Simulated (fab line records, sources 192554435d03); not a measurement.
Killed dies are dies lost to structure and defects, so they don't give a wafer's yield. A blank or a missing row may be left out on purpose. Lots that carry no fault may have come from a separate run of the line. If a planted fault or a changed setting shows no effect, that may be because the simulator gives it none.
Split-lot trial + flow n5_finfet + 21 wafers read from 7 lots, route of 1938 steps

## ABOUT THE SPLIT
At N5_DUMMY_GATE_COAT_28 (time 60 s, resist thk 10 nm), the setting spin_rpm was moved away from the recipe's 1500 rpm on 8 of the 21 wafers read, by -11.2% to +11.3%. The other wafers ran this setting at the recipe's value.

The reading is taken at the split's own step.

## THE READING
underlayer_of_DUMMY_GATE_COAT_28.thk_nm (the simulator's own value, which no gauge read), in nm, at N5_DUMMY_GATE_COAT_28 (time 60 s, resist thk 10 nm). The file gives no usual value for it.

| wafer  | tool, chamber at the split | spin_rpm as run, rpm | against the recipe | underlayer_of_DUMMY_GATE_COAT_28.thk_nm, nm | against lot-mates on the recipe |
|--------|----------------------------|----------------------|--------------------|---------------------------------------------|---------------------------------|
| L075.1 | litho_track-04, 0          | 1500                 | recipe             | 10                                          | -                               |
| L075.3 | litho_track-04, 0          | 1500                 | recipe             | 10                                          | -                               |
| L075.4 | litho_track-04, 0          | 1500                 | recipe             | 10                                          | -                               |
| L080.2 | litho_track-05, 0          | 1500                 | recipe             | 10                                          | -                               |
| L080.4 | litho_track-05, 0          | 1368                 | -8.8%              | 10.4                                        | +0.4                            |
| L080.6 | litho_track-05, 0          | 1368                 | -8.8%              | 10.4                                        | +0.4                            |
| L088.1 | litho_track-02, 0          | 1500                 | recipe             | 10                                          | -                               |
| L088.4 | litho_track-02, 0          | 1500                 | recipe             | 10                                          | -                               |
| L088.3 | litho_track-02, 0          | 1653                 | +10.2%             | 9.6                                         | -0.4                            |
| L090.3 | litho_track-02, 0          | 1500                 | recipe             | 10                                          | -                               |
| L090.4 | litho_track-02, 0          | 1350                 | -10.0%             | 10.6                                        | +0.6                            |
| L090.6 | litho_track-02, 0          | 1350                 | -10.0%             | 10.6                                        | +0.6                            |
| L091.3 | litho_track-05, 0          | 1500                 | recipe             | 10                                          | -                               |
| L091.5 | litho_track-05, 0          | 1500                 | recipe             | 10                                          | -                               |
| L091.6 | litho_track-05, 0          | 1500                 | recipe             | 10                                          | -                               |
| L093.2 | litho_track-05, 0          | 1332                 | -11.2%             | 10.6                                        | +0.6                            |
| L093.6 | litho_track-05, 0          | 1332                 | -11.2%             | 10.6                                        | +0.6                            |
| L093.3 | litho_track-05, 0          | 1500                 | recipe             | 10                                          | -                               |
| L095.2 | litho_track-02, 0          | 1500                 | recipe             | 10                                          | -                               |
| L095.3 | litho_track-02, 0          | 1500                 | recipe             | 10                                          | -                               |
| L095.5 | litho_track-02, 0          | 1669                 | +11.3%             | 9.4                                         | -0.6                            |

FIT RESULTS
A straight line over all 21 wafers: underlayer_of_DUMMY_GATE_COAT_28.thk_nm changes by -0.0513 nm for each +1% of spin_rpm; r = -0.99; the points scatter about the line by 0.043 nm.
The same after taking each lot's own level away (the mean of its wafers on the recipe; 21 wafers): -0.0513 nm for each +1%; r = -0.99; scatter 0.043 nm.
The reading moves by 0.58 nm for the largest change in spin_rpm, on that fit.
The lots' own levels span 10.00 to 10.00 nm.
The two slopes are in agreement: the lot-to-lot level therefore moves the slope only a little.
Check: for one of the wafers moved furthest among these (+11.3%), held out of the fit, the line's prediction against its lot-mates is -0.555 nm. It came out at -0.6 nm against them.

## ADDITIONAL SPLITS CARRIED BY THESE WAFERS
Note: prior to the reading, these wafers also went through further splits. Each is held against what the fit with the lots' levels taken away leaves over:
| other split on the same wafers        | wafers away from the commonest value | r with underlayer_of_DUMMY_GATE_COAT_28.thk_nm (lot level and that fit taken away) |
|---------------------------------------|--------------------------------------|------------------------------------------------------------------------------------|
| N5_ZERO_LAYER_COAT_05 spin_rpm        | 8                                    | -0.22                                                                              |
| N5_ZERO_LAYER_EXPOSE_08 dose_mj       | 9                                    | +0.01                                                                              |
| N5_WELL_APT_PEB_06 peb_time_s         | 6                                    | +0.06                                                                              |
| N5_WELL_APT_DEVELOP_07 develop_time_s | 7                                    | +0.18                                                                              |
| N5_FIN_SAQP_SPACER1_ALD_24 temp_c     | 7                                    | +0.53                                                                              |
| N5_FIN_SAQP_FIN_ETCH_36 bias_w        | 7                                    | -0.30                                                                              |

## THE FILE'S OWN FIT
underlayer_of_DUMMY_GATE_COAT_28.thk_nm changes by -0.0507 nm for each +1% of spin_rpm, r = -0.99.
